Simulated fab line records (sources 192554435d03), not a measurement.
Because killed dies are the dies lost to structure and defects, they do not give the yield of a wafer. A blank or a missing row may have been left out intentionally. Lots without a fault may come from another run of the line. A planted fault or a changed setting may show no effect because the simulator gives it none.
fab line records	flow n5-finfet
record lots=7	wafers=21
route steps=1938 shown BEOL_M14@1742 BEOL_M15@1801
start-h: start of the lot's first displayed wafer, in hours after the record's first day	wait-h: how many hours have passed since the lot's step before this one	" same as the row above	L1.1+2: one row covering several wafers at once	- no value, or no start was given	* or withheld: withheld	< > ~ a bound
route shown NAME@n: a module of which the file shows steps, and the number in the route of the first	usual: mean/standard deviation taken from wafers without a fault	same: alike in all rows	chamber/n: place in a boat	sites: each site's reading	_std_site: their standard deviation	_edge_site: the outer-site mean with the inner-site mean subtracted	radius-mm: for every site, how far away it sits from the centre of the wafer	mask NAME#n: copy n	behind: the most recent tool/chamber to have shaped the wafer	hold: why the lot was held/for how many hours/how that ended	device: the n, p or np transistor that did not switch	end of line: the route-end tests of the same wafers	step lacking rows: just its recipe	killed: at the first sort, the dies lost to defects and structure; wafer yield is something else	map: shows each die of a wafer: x if killed, . if not, _ if none is there
set.NAME: the setting as run; set.NAME@STEP: as run at that earlier step	model.NAME: the simulator's own value behind a step, which no gauge read
lots whose settings were changed on purpose; a table a step, a row a wafer
## steps
# step N5_BEOL_M14_EXPOSE_25
# recipe mask-id=M14	na=0.8	source-shape=annular	sigma-inner=0.5	sigma-outer=0.8	polarization=unpolarized	target-cd-nm=280	dose-mj=26.6
lot.wafer	tool	chamber	start-h	wait-h	mask	set.dose-mj
L079.2+4	krf-scanner-02	0	270.66	-	M14#0	27.71
L079.5	"	0	"	"	M14#0	26.6
L082.1+2+6	krf-scanner-01	0	285.73	-	M14#0	26.6
L084.2	krf-scanner-02	0	299.51	-	M14#0	27.4
L084.4+6	"	0	"	"	M14#0	26.6
L086.3+5	krf-scanner-01	0	302.56	-	M14#0	27.23
L086.6	"	0	"	"	M14#0	26.6
L087.1+2+5	krf-scanner-01	0	315.63	-	M14#0	26.6
L088.1	krf-scanner-01	0	318.67	-	M14#0	27.43
L088.3+5	"	0	"	"	M14#0	26.6
L091.2+5	krf-scanner-01	0	342.60	-	M14#0	27.52
L091.6	"	0	"	"	M14#0	26.6
# step N5_BEOL_M14_PEB_26
# recipe peb-temp-c=130	peb-time-s=90
# step N5_BEOL_M14_DEVELOP_27
# recipe develop-time-s=45	rinse-liquid=diw	dry=air-spin	dev-temp-c=21
# step N5_BEOL_M14_DESCUM_33
# recipe chemistry=O2	time-s=7.9	source-power-w=50	bias-power-w=20	pressure-mtorr=20	rf-frequency-hz=2.712e+07	temp-c=40	o2-flow-sccm=225
# step N5_BEOL_M14_ETCH_67
# recipe chemistry=CF4	target=SiARC	target-depth-a=1430	time-s=238.3	ion-energy-ev=80	pressure-mtorr=40	source-w=545	bias-w=36	Ar_flow_sccm=100	cf4-flow-sccm=100	ends=cleared
lot.wafer	tool	chamber	start-h	wait-h	set.dose-mj@BEOL_M14_EXPOSE_25	model.BEOL_M14.cd-nm
L079.2+4	rie-diel-02	2	270.95	0.0	27.71	284.6
L079.5	"	1	"	"	26.6	281
L082.1	rie-diel-04	0	286.03	0.0	26.6	280.6
L082.2	"	1	"	"	26.6	282.4
L082.6	"	0	"	"	26.6	281.2
L084.2	rie-diel-01	2	299.80	0.0	27.4	285.8
L084.4	"	1	"	"	26.6	279.6
L084.6	"	2	"	"	26.6	282
L086.3	rie-diel-04	3	302.98	0.0	27.23	282.4
L086.5	"	3	"	"	27.23	281
L086.6	"	0	"	"	26.6	277.2
L087.1	rie-diel-01	2	316.01	0.0	26.6	279.8
L087.2	"	3	"	"	26.6	281.6
L087.5	"	3	"	"	26.6	282.4
L088.1	rie-diel-02	3	318.96	0.0	27.43	284.6
L088.3	"	2	"	"	26.6	281
L088.5	"	2	"	"	26.6	282.8
L091.2	rie-diel-04	2	342.88	0.0	27.52	286.6
L091.5	"	1	"	"	27.52	284.6
L091.6	"	0	"	"	26.6	281.6
# step N5_BEOL_M15_PEB_26
# recipe peb-temp-c=130	peb-time-s=90
lot.wafer	tool	chamber	start-h	wait-h	set.peb-time-s
L079.2+4+5	litho-track-02	0	277.79	0.0	90
L082.1+2+6	litho-track-02	0	294.33	0.1	90
L084.2+4	litho-track-02	0	305.93	0.0	90
L084.6	"	0	"	"	108.3
L086.3+5	litho-track-01	0	307.83	0.0	90
L086.6	"	0	"	"	106.6
L087.1+5	litho-track-02	0	321.27	0.1	108.1
L087.2	"	0	"	"	90
L088.1	litho-track-01	0	323.43	0.1	80.9
L088.3+5	"	0	"	"	90
L091.2+6	litho-track-03	0	348.87	0.0	106.4
L091.5	"	0	"	"	90
# step N5_BEOL_M15_DEVELOP_27
# recipe develop-time-s=45	rinse-liquid=diw	dry=air-spin	dev-temp-c=21
# step N5_BEOL_M15_HARDBAKE_32
# recipe temp-c=130	time-s=120
# step N5_BEOL_M15_CD_MEAS_28
# recipe target-cd-nm=407.6	landing-energy-ev=500	detector=se-inlens
# usual cd-nm=408.1/1.8
lot.wafer	tool	chamber	start-h	wait-h	set.peb-time-s@BEOL_M15_PEB_26	cd-nm
L079.2	cd-sem-01	0	277.90	-	90	407.3
L079.4	"	0	"	"	90	407.9
L079.5	"	0	"	"	90	407.1
L082.1	cd-sem-03	0	294.45	-	90	407.7
L082.2	"	0	"	"	90	409.9
L082.6	"	0	"	"	90	408.2
L084.2	cd-sem-01	0	306.04	-	90	407.1
L084.4	"	0	"	"	90	407.6
L084.6	"	0	"	"	108.3	414.9
L086.3	cd-sem-03	0	307.94	-	90	406.2
L086.5	"	0	"	"	90	410.2
L086.6	"	0	"	"	106.6	414.7
L087.1	cd-sem-03	0	321.39	-	108.1	414.8
L087.2	"	0	"	"	90	409.2
L087.5	"	0	"	"	108.1	414.4
L088.1	cd-sem-03	0	323.54	-	80.9	405.7
L088.3	"	0	"	"	90	408.4
L088.5	"	0	"	"	90	405.7
L091.2	cd-sem-03	0	348.99	-	106.4	413.9
L091.5	"	0	"	"	90	407.7
L091.6	"	0	"	"	106.4	413.3
# step N5_BEOL_M15_DESCUM_33
# recipe chemistry=O2	time-s=7.9	source-power-w=50	bias-power-w=20	pressure-mtorr=20	rf-frequency-hz=2.712e+07	temp-c=40	o2-flow-sccm=225
lot.wafer	tool	chamber	start-h	wait-h	set.peb-time-s@BEOL_M15_PEB_26	model.BEOL_M15.cd-nm
L079.2	rie-diel-03	0	277.99	0.0	90	407.2
L079.4	"	3	"	"	90	407.8
L079.5	"	3	"	"	90	407
L082.1	rie-diel-05	3	294.57	0.1	90	407.6
L082.2	"	1	"	"	90	409.6
L082.6	"	1	"	"	90	408.4
L084.2	rie-diel-05	0	306.13	0.0	90	407
L084.4	"	2	"	"	90	407.8
L084.6	"	0	"	"	108.3	415.2
L086.3	rie-diel-03	3	308.03	0.0	90	406.4
L086.5	"	2	"	"	90	410.8
L086.6	"	3	"	"	106.6	414.8
L087.1+5	rie-diel-06	3,1	321.55	0.1	108.1	414.4
L087.2	"	1	"	"	90	409.2
L088.1	rie-diel-03	3	323.63	0.0	80.9	405.6
L088.3	"	1	"	"	90	408.6
L088.5	"	2	"	"	90	405.8
L091.2	rie-diel-05	3	349.15	0.1	106.4	413.6
L091.5	"	2	"	"	90	407.6
L091.6	"	3	"	"	106.4	413.4
# step N5_BEOL_M15_ETCH_61
# recipe chemistry=N2/H2	target=BARC	target-depth-a=890	overetch-a=267	time-s=67.9	ion-energy-ev=200	pressure-mtorr=30	source-w=840	bias-w=150	n2-flow-sccm=200	h2-flow-sccm=200
lot.wafer	tool	chamber	start-h	wait-h	set.peb-time-s@BEOL_M15_PEB_26	model.BEOL_M15.cd-nm
L079.2	rie-diel-03	0	278.02	0.0	90	398.8
L079.4	"	3	"	"	90	401.4
L079.5	"	3	"	"	90	400.2
L082.1	rie-diel-05	3	294.61	0.0	90	401.2
L082.2	"	1	"	"	90	402.2
L082.6	"	1	"	"	90	400.8
L084.2	rie-diel-05	0	306.16	0.0	90	400.6
L084.4	"	2	"	"	90	401.2
L084.6	"	0	"	"	108.3	409
L086.3	rie-diel-03	3	308.06	0.0	90	399.4
L086.5	"	2	"	"	90	403.4
L086.6	"	3	"	"	106.6	407.6
L087.1	rie-diel-06	3	321.59	0.0	108.1	406
L087.2	"	1	"	"	90	401.2
L087.5	"	1	"	"	108.1	405.6
L088.1	rie-diel-03	3	323.67	0.0	80.9	398.8
L088.3	"	1	"	"	90	399.6
L088.5	"	2	"	"	90	399.8
L091.2	rie-diel-05	3	349.18	0.0	106.4	405.4
L091.5	"	2	"	"	90	401
L091.6	"	3	"	"	106.4	404.4
# step N5_BEOL_M15_TRENCH_ETCH_34
# recipe chemistry=C4F8/O2/Ar	target=SiO2	target-depth-a=8729.3	he-inner-torr=15	he-outer-torr=30	time-s=199	ion-energy-ev=800	pressure-mtorr=20	source-w=1905	bias-w=2040	Ar_flow_sccm=400	C4F8_flow_sccm=16	O2_flow_sccm=12
lot.wafer	tool	chamber	start-h	wait-h	set.time-s	model.etch.depth-nm	model.coat_of_BEOL_M15_COAT_22.thk-nm
L079.2	rie-diel-03	0	278.08	0.0	155.1	684.4	589
L079.4	"	3	"	"	199	883.4	547
L079.5	"	3	"	"	199	888	547
L082.1	rie-diel-05	3	294.66	0.0	199	873	548.4
L082.2	"	1	"	"	199	891.2	545.8
L082.6	"	1	"	"	199	889.2	546.2
L084.2	rie-diel-05	0	306.22	0.0	157.3	708.6	576.2
L084.4	"	2	"	"	199	900.5	536.4
L084.6	"	0	"	"	199	893.8	538
L086.3	rie-diel-03	3	308.12	0.0	199	871.4	546.6
L086.5	"	2	"	"	199	873.5	542.8
L086.6	"	3	"	"	199	872.9	544.2
L087.1	rie-diel-06	3	321.64	0.0	199	881.8	538
L087.2	"	1	"	"	199	846.9	546
L087.5	"	1	"	"	243.2	1039	507.2
L088.1	rie-diel-03	3	323.72	0.0	241.4	1072	508.4
L088.3	"	1	"	"	241.4	1066	505.8
L088.5	"	2	"	"	199	877.3	545
L091.2	rie-diel-05	3	349.23	0.0	227.7	1000	524.8
L091.5	"	2	"	"	199	916	538.6
L091.6	"	3	"	"	199	871.9	553.2
# step N5_BEOL_M15_STRIP_36
# recipe chemistry=O2	power-w=600	temp-c=60	pressure-mtorr=30	rf-frequency-hz=6e+07	bias-power-w=0	overash-fraction=0.3	o2-flow-sccm=225
# step N5_BEOL_M15_ECD_47
# recipe material=Cu	target-thk-a=18600
# step N5_BEOL_M15_ANNEAL_48
# recipe temp-c=225	time-s=90	ambient=N2
# step N5_BEOL_M15_CMP_49
# recipe stop-on=SiO2	t-overpolish-s=4.9	down-force-psi=2	platen-rpm=80	clearing-platen-down-force-psi=2	clearing-platen-rpm=80	post-cmp-clean=cu-alkaline	target-thk-nm=850	clearing-platen-pad-velocity-m-s=1.5917	pad-velocity-m-s=1.5917
lot.wafer	tool	chamber	start-h	wait-h	set.time-s@BEOL_M15_TRENCH_ETCH_34	model.Cu_of_BEOL_M15_ECD_47.thk-nm
L079.4	cmp-04	3	282.35	0.1	199	861.4
L079.2	"	1	"	"	155.1	661
L079.5	"	3	"	"	199	865.6
L082.2	cmp-04	3	296.35	0.2	199	868.6
L082.1	"	0	"	"	199	851.2
L082.6	"	0	"	"	199	866.8
L084.2	cmp-04	3	309.64	0.2	157.3	684.4
L084.4	"	0	"	"	199	877
L084.6	"	2	"	"	199	869.2
L086.3	cmp-04	1	313.10	0.3	199	848.4
L086.5	"	2	"	"	199	850.6
L086.6	"	3	"	"	199	849.6
L087.1	cmp-04	2	323.93	0.3	199	857.8
L087.2	"	0	"	"	199	823.4
L087.5	"	3	"	"	243.2	1015
L088.1	cmp-01	3	329.07	0.3	241.4	1050
L088.3	"	0	"	"	241.4	1045
L088.5	"	0	"	"	199	856
L091.2	cmp-02	1	353.26	0.2	227.7	978.4
L091.5	"	0	"	"	199	895
L091.6	"	1	"	"	199	851
# step N5_BEOL_M15_THK_MEAS_50
# recipe thk-meas-gauge=xrf	reads=Cu_of_BEOL_M15_ECD_47
# usual M15_THK=861/18
lot.wafer	tool	chamber	start-h	wait-h	set.time-s@BEOL_M15_TRENCH_ETCH_34	M15_THK[nm]
L079.2	film-metro-01	-	282.65	-	155.1	660
L079.4	"	-	"	"	199	864
L079.5	"	-	"	"	199	866
L082.1	film-metro-01	-	296.65	-	199	851
L082.2	"	-	"	"	199	868
L082.6	"	-	"	"	199	872
L084.2	film-metro-01	-	309.90	-	157.3	680
L084.4	"	-	"	"	199	873
L084.6	"	-	"	"	199	865
L086.3	film-metro-01	-	313.28	-	199	850
L086.5	"	-	"	"	199	855
L086.6	"	-	"	"	199	857
L087.1	film-metro-02	-	324.22	-	199	862
L087.2	"	-	"	"	199	827
L087.5	"	-	"	"	243.2	1017
L088.1	film-metro-02	-	329.36	-	241.4	1045
L088.3	"	-	"	"	241.4	1035
L088.5	"	-	"	"	199	850
L091.2	film-metro-02	-	353.52	-	227.7	980
L091.5	"	-	"	"	199	900
L091.6	"	-	"	"	199	855
# step N5_BEOL_M15_PRE_CLEAN_52
# recipe gas=NH3	time-s=15	temp-c=withheld	rf-power-w=300
# step N5_BEOL_M15_DEP_53
# recipe material=SiCN	target-thk-a=500	temp-c=withheld	precursor=3MS/NH3	pressure-torr=3	rf-w=675	time-s=17.8
# step N5_BEOL_M15_RS_MEAS_54
# recipe thk-meas-gauge=four-point-probe	reads=Cu_of_BEOL_M15_ECD_47+Ta_of_BEOL_M15_SPUTTER_44+TaN_of_BEOL_M15_SPUTTER_43
# usual M15_RS=0.0214/0.00043
lot.wafer	tool	chamber	start-h	wait-h	set.time-s@BEOL_M15_TRENCH_ETCH_34	M15_RS[ohm/sq]
L079.2	film-metro-02	-	282.78	0.1	155.1	0.0279
L079.4	"	-	"	"	199	0.0213
L079.5	"	-	"	"	199	0.0211
L082.1	film-metro-01	-	296.77	0.0	199	0.0216
L082.2	"	-	"	"	199	0.0211
L082.6	"	-	"	"	199	0.0211
L084.2	film-metro-02	-	310.03	0.1	157.3	0.0269
L084.4	"	-	"	"	199	0.0209
L084.6	"	-	"	"	199	0.0211
L086.3	film-metro-02	-	313.41	0.1	199	0.0216
L086.5	"	-	"	"	199	0.0216
L086.6	"	-	"	"	199	0.0216
L087.1	film-metro-02	-	324.35	0.0	199	0.0213
L087.2	"	-	"	"	199	0.0223
L087.5	"	-	"	"	243.2	0.0180
L088.1	film-metro-01	-	329.49	0.0	241.4	0.0174
L088.3	"	-	"	"	241.4	0.0175
L088.5	"	-	"	"	199	0.0214
L091.2	film-metro-02	-	353.68	0.1	227.7	0.0187
L091.5	"	-	"	"	199	0.0205
L091.6	"	-	"	"	199	0.0215
## key
split step=N5_BEOL_M14_EXPOSE_25	setting=dose-mj	stated=26.6	by=wafer
response step=N5_BEOL_M14_ETCH_67	reading=model.BEOL_M14.cd-nm	change=+1.17	per=1%	r=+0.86
split step=N5_BEOL_M15_PEB_26	setting=peb-time-s	stated=90	by=wafer
response step=N5_BEOL_M15_CD_MEAS_28	reading=cd-nm	change=+0.316	per=1%	r=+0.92
response step=N5_BEOL_M15_DESCUM_33	reading=model.BEOL_M15.cd-nm	change=+0.315	per=1%	r=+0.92
response step=N5_BEOL_M15_ETCH_61	reading=model.BEOL_M15.cd-nm	change=+0.284	per=1%	r=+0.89
split step=N5_BEOL_M15_TRENCH_ETCH_34	setting=time-s	stated=199	by=wafer
response step=N5_BEOL_M15_TRENCH_ETCH_34	reading=model.etch.depth-nm	change=+8.6	per=1%	r=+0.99
response step=N5_BEOL_M15_TRENCH_ETCH_34	reading=model.coat_of_BEOL_M15_COAT_22.thk-nm	change=-1.74	per=1%	r=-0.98
response step=N5_BEOL_M15_CMP_49	reading=model.Cu_of_BEOL_M15_ECD_47.thk-nm	change=+8.6	per=1%	r=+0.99
response step=N5_BEOL_M15_THK_MEAS_50	reading=M15_THK	change=+8.58	per=1%	r=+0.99
response step=N5_BEOL_M15_RS_MEAS_54	reading=M15_RS	change=-0.000226	per=1%	r=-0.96
